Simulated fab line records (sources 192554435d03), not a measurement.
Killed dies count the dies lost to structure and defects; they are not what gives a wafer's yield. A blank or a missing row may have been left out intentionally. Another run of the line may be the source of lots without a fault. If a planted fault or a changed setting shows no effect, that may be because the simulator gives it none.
Split-lot trial -- flow n5_finfet -- 7 lots, 39 wafers read, on a route of 1938 steps

== THE SPLIT ==
At N5_DUMMY_GATE_ETCH_32 (etches SiO2 in CF4, target depth 3.5 nm, time 3.9 s), the setting time_s was moved away from the recipe's 3.9 s on 12 of the 39 wafers read, by -19.6% to +17.1%. All remaining wafers had this setting at the recipe value.

Reading taken at the split's own step.

== THE READING ==
etch.depth_nm (the simulator's own value, which no gauge read), in nm, at N5_DUMMY_GATE_ETCH_32 (etches SiO2 in CF4, target depth 3.5 nm, time 3.9 s). The file gives no usual value for it. The 27 wafers here that ran the recipe average 3.493 nm, standard deviation 0.059 nm.

wafer,"tool, chamber at the split","time_s as run, s",against the recipe,"etch.depth_nm, nm",against lot-mates on the recipe
L075.1,"rie_si-02, 0",3.528,-9.5%,3.112,-0.344
L075.2,"rie_si-02, 1",3.9,recipe,3.494,-
L075.3,"rie_si-02, 2",3.9,recipe,3.38,-
L075.4,"rie_si-02, 3",3.9,recipe,3.493,-
L075.5,"rie_si-02, 3",3.528,-9.5%,3.193,-0.263
L075.6,"rie_si-02, 2",3.528,-9.5%,3.067,-0.389
L080.1,"rie_si-03, 1",3.9,recipe,3.456,-
L080.2,"rie_si-03, 2",3.9,recipe,3.572,-
L080.3,"rie_si-03, 0",3.9,recipe,3.489,-
L080.4,"rie_si-03, 0",3.9,recipe,3.499,-
L080.5,"rie_si-03, 2",3.9,recipe,3.581,-
L080.6,"rie_si-03, 1",3.9,recipe,3.494,-
L085.4,"rie_si-03, 1",3.9,recipe,3.465,-
L085.5,"rie_si-03, 1",3.9,recipe,3.45,-
L085.6,"rie_si-03, 0",3.9,recipe,3.52,-
L090.1,"rie_si-02, 0",4.566,+17.1%,4.035,+0.519
L090.2,"rie_si-02, 3",3.9,recipe,3.558,-
L090.3,"rie_si-02, 2",4.566,+17.1%,3.997,+0.481
L090.4,"rie_si-02, 0",4.566,+17.1%,4.036,+0.520
L090.5,"rie_si-02, 2",3.9,recipe,3.422,-
L090.6,"rie_si-02, 3",3.9,recipe,3.568,-
L091.1,"rie_si-01, 0",3.538,-9.3%,3.115,-0.334
L091.2,"rie_si-01, 2",3.9,recipe,3.5,-
L091.3,"rie_si-01, 1",3.9,recipe,3.417,-
L091.4,"rie_si-01, 3",3.538,-9.3%,3.095,-0.354
L091.5,"rie_si-01, 0",3.9,recipe,3.431,-
L091.6,"rie_si-01, 3",3.538,-9.3%,3.085,-0.364
L093.1,"rie_si-03, 0",3.9,recipe,3.496,-
L093.2,"rie_si-03, 2",3.136,-19.6%,2.847,-0.644
L093.3,"rie_si-03, 3",3.136,-19.6%,2.752,-0.739
L093.4,"rie_si-03, 1",3.9,recipe,3.431,-
L093.5,"rie_si-03, 1",3.136,-19.6%,2.741,-0.750
L093.6,"rie_si-03, 2",3.9,recipe,3.546,-
L095.1,"rie_si-02, 0",3.9,recipe,3.498,-
L095.2,"rie_si-02, 2",3.9,recipe,3.422,-
L095.3,"rie_si-02, 3",3.9,recipe,3.604,-
L095.4,"rie_si-02, 1",3.9,recipe,3.507,-
L095.5,"rie_si-02, 3",3.9,recipe,3.591,-
L095.6,"rie_si-02, 2",3.9,recipe,3.42,-

FIT RESULTS
A straight line over all 39 wafers: etch.depth_nm changes by +0.035 nm for each +1% of time_s; r = +0.98; the points scatter about the line by 0.061 nm.
The same after taking each lot's own level away (the mean of its wafers on the recipe; 39 wafers): +0.0337 nm for each +1%; r = +0.98; scatter 0.056 nm.
On that fit, the largest move of time_s shifts the reading by 0.66 nm.
The lots' own levels span 3.4493 to 3.5160 nm, that is 1.1 times the standard deviation above.
Hence the lot-to-lot level has little effect on the slope; both slopes agree.
Check: for one of the wafers moved furthest among these (-19.6%), held out of the fit, the line's prediction against its lot-mates is -0.678 nm. It came out at -0.644 nm against them.

== THESE WAFERS: OTHER SPLITS ==
These wafers also went through other splits before the reading. Each is held against what the fit with the lots' levels taken away leaves over:
other split on the same wafers,wafers away from the commonest value,r with etch.depth_nm (lot level and that fit taken away)
N5_DUMMY_GATE_ETCH_31 target_depth_a,18,-0.05

== FILE'S OWN FIT ==
etch.depth_nm changes by +0.034 nm for each +1% of time_s, r = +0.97.
